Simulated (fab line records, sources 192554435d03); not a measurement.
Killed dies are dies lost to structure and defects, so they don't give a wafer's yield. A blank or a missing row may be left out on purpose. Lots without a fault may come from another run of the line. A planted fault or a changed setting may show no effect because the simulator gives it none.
Chamber matching | flow n5_finfet | N5_STI_FIN_REVEAL_STRIP_24 on rie_diel-05: 4 sister chambers
The step strips in N2/H2, time 90 s. 16 wafers are shown with their chamber, then 8 later ones without.

WAFERS WITH THEIR CHAMBER
wafer  | chamber | drypump_motor_current_A (A) | showerhead_plenum_p_Torr (Torr) | throttle_valve_pct (%)
L074.1 | 3       | 6.6                         | 3.51                            | 12.23
L074.3 | 2       | 5.8                         | 3.49                            | 12.46
L074.5 | 1       | 5.4                         | 3.23                            | 12.49
L075.2 | 3       | 6.6                         | 3.51                            | 12.22
L075.4 | 1       | 5.4                         | 3.23                            | 12.49
L075.5 | 2       | 5.8                         | 3.49                            | 12.48
L078.4 | 2       | 5.7                         | 3.49                            | 12.48
L078.5 | 2       | 5.8                         | 3.49                            | 12.49
L078.6 | 1       | 5.4                         | 3.23                            | 12.50
L083.2 | 1       | 5.4                         | 3.22                            | 12.52
L083.3 | 0       | 6.3                         | 3.47                            | 12.67
L083.4 | 2       | 5.8                         | 3.48                            | 12.52
L085.1 | 2       | 5.7                         | 3.48                            | 12.50
L085.2 | 3       | 6.6                         | 3.50                            | 12.30
L085.6 | 1       | 5.4                         | 3.22                            | 12.55
L086.3 | 0       | 6.3                         | 3.47                            | 12.69

SIGNATURES (means of the wafers above)
reading                  | chamber 0 | chamber 1 | chamber 2 | chamber 3 | scatter within a chamber
drypump_motor_current_A  | 6.300     | 5.400     | 5.767     | 6.600     | 0.0333
showerhead_plenum_p_Torr | 3.4700    | 3.2260    | 3.4867    | 3.5067    | 0.00516
throttle_valve_pct       | 12.6800   | 12.5100   | 12.4883   | 12.2500   | 0.0269
Rule: a wafer's distance from a chamber is the root of the sum, over the readings, of the square of ((its reading less the chamber's mean) divided by the reading's scatter). The wafer belongs to the nearest chamber; if the next one is less than 2 further off, it can't be placed. The scatter: the root of (the sum of the squares of (reading less its chamber's mean) over the shown wafers, divided by (wafers less chambers)).

WAFERS WITHOUT THEIR CHAMBER
wafer  | drypump_motor_current_A (A) | showerhead_plenum_p_Torr (Torr) | throttle_valve_pct (%)
L086.5 | 6.7                         | 3.50                            | 12.29
L086.6 | 5.8                         | 3.48                            | 12.54
L087.2 | 5.8                         | 3.48                            | 12.52
L087.4 | 5.8                         | 3.48                            | 12.54
L087.6 | 6.6                         | 3.50                            | 12.30
L097.3 | 6.3                         | 3.46                            | 12.10
L097.4 | 6.6                         | 3.48                            | 12.35
L097.5 | 5.8                         | 3.47                            | 12.58

WHICH CHAMBER EACH WENT THROUGH
wafer  | from the rows above | in truth
L086.5 | 3                   | 3
L086.6 | 2                   | 2
L087.2 | 2                   | 2
L087.4 | 2                   | 2
L087.6 | 3                   | 3
L097.3 | 3                   | 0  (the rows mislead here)
L097.4 | 3                   | 3
L097.5 | 2                   | 2
Placed correctly: 7 of 8. Can't be placed from these rows: 0. Placed wrongly: 1.
